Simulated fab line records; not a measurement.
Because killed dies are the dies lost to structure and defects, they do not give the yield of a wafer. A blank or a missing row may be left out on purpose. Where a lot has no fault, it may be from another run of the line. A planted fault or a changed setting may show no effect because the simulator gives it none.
Chamber matching ; flow n5 finfet ; 3 sister chambers for N5_BEOL_M1_CO_CAP_55 on cvd co-01
The step material Co, precursor CCTBA/H2, target thk 2 nm, time 102.1 s. 6 wafers are shown with their chamber, then 12 later ones without.

## WAFERS, EACH WITH ITS CHAMBER
wafer;chamber;heater power w (W)
L085.3;0;218
L086.5;0;219
L087.6;1;256
L090.2;2;219
L090.3;1;250
L090.4;2;230

## WAFERS WITHOUT THEIR CHAMBER
wafer;heater power w (W)
L093.1;256
L093.3;227
L093.4;248
L094.1;217
L094.3;223
L094.4;220
L096.2;221
L096.3;217
L096.4;258
L097.2;257
L097.4;252
L097.5;214

## EACH ONE'S CHAMBER
wafer;from the rows above;in truth
L093.1;1;1
L093.3;can't be placed: 2 or 0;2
L093.4;1;1
L094.1;can't be placed: 0 or 2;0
L094.3;can't be placed: 2 or 0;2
L094.4;can't be placed: 0 or 2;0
L096.2;can't be placed: 0 or 2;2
L096.3;can't be placed: 0 or 2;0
L096.4;1;1
L097.2;1;1
L097.4;1;1
L097.5;can't be placed: 0 or 2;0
Correctly placed: 5 of 12. Not placeable from these rows: 7 (in 7, the candidates include the true chamber). Placed wrongly: 0.
How it was worked out, from the rows above alone: a wafer's distance from a chamber is the root of the sum, over the readings, of the square of ((its reading less the chamber's mean) divided by the reading's scatter). The wafer belongs to the nearest chamber; if the next one is less than 2 further off, it can't be placed. For every chamber, the mean is computed from those of its wafers that are shown. The scatter: the root of (the sum of the squares of (reading less its chamber's mean) over the shown wafers, divided by (wafers less chambers)).
